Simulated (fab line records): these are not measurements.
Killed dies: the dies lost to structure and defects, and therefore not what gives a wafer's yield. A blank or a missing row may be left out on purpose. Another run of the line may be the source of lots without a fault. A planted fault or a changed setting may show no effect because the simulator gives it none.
Matching of chambers    flow n5_finfet    N5_BEOL_M11_DEP_56 on pecvd-02 has 3 sister chambers
The step deposits SiCN from 3MS/NH3, target thk 30 nm, time 10.5 s. 18 wafers are shown with their chamber, then 9 later ones without.

EACH WAFER AND ITS CHAMBER
wafer   chamber  throttle_valve_pct (%)  showerhead_plenum_p_Torr (Torr)
L074.1  1        18.5                    4.150
L074.2  2        17.2                    4.143
L074.3  0        17.7                    4.158
L074.4  0        17.8                    4.156
L074.5  2        17.4                    4.140
L074.6  1        18.4                    4.139
L075.1  1        18.6                    4.136
L075.2  0        17.8                    4.161
L075.4  1        18.5                    4.128
L077.1  1        18.6                    4.138
L077.3  2        17.4                    4.149
L077.5  0        18.1                    4.169
L081.2  1        18.7                    4.133
L081.4  0        18.0                    4.162
L081.6  1        18.3                    4.142
L085.2  2        17.1                    4.150
L085.3  0        17.9                    4.163
L085.6  2        17.4                    4.140

SIGNATURES (averages over the wafers above)
reading                   chamber 0  chamber 1  chamber 2  scatter within a chamber
throttle_valve_pct        17.883     18.514     17.300     0.141
showerhead_plenum_p_Torr  4.16150    4.13800    4.14440    0.00568
Rule: for each reading, subtract the chamber's mean from the wafer's reading, divide by that reading's scatter and square the result; add these up over the readings and take the root, which gives the wafer's distance from the chamber. The wafer belongs to the nearest chamber; if the next one is less than 2 further off, it can't be placed. The scatter is the square root of a quotient: the sum, over the shown wafers, of each reading's squared deviation from its chamber's mean, divided by wafers minus chambers.

WAFERS WHOSE CHAMBER IS MISSING
wafer   throttle_valve_pct (%)  showerhead_plenum_p_Torr (Torr)
L086.2  17.7                    4.143
L086.5  18.4                    4.145
L086.6  17.9                    4.162
L087.1  18.6                    4.135
L087.2  17.7                    4.159
L087.6  17.4                    4.138
L095.2  17.6                    4.135
L095.3  18.5                    4.143
L095.4  17.7                    4.140

WHICH CHAMBER EACH WENT THROUGH
wafer   from the rows above      in truth
L086.2  can't be placed: 2 or 0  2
L086.5  1                        1
L086.6  0                        0
L087.1  1                        1
L087.2  0                        0
L087.6  2                        2
L095.2  2                        2
L095.3  1                        1
L095.4  can't be placed: 2 or 0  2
Correctly placed: 7 of 9. Unplaceable from these rows: 2, with the true chamber sitting among the candidates in 2. Placed wrongly: 0.
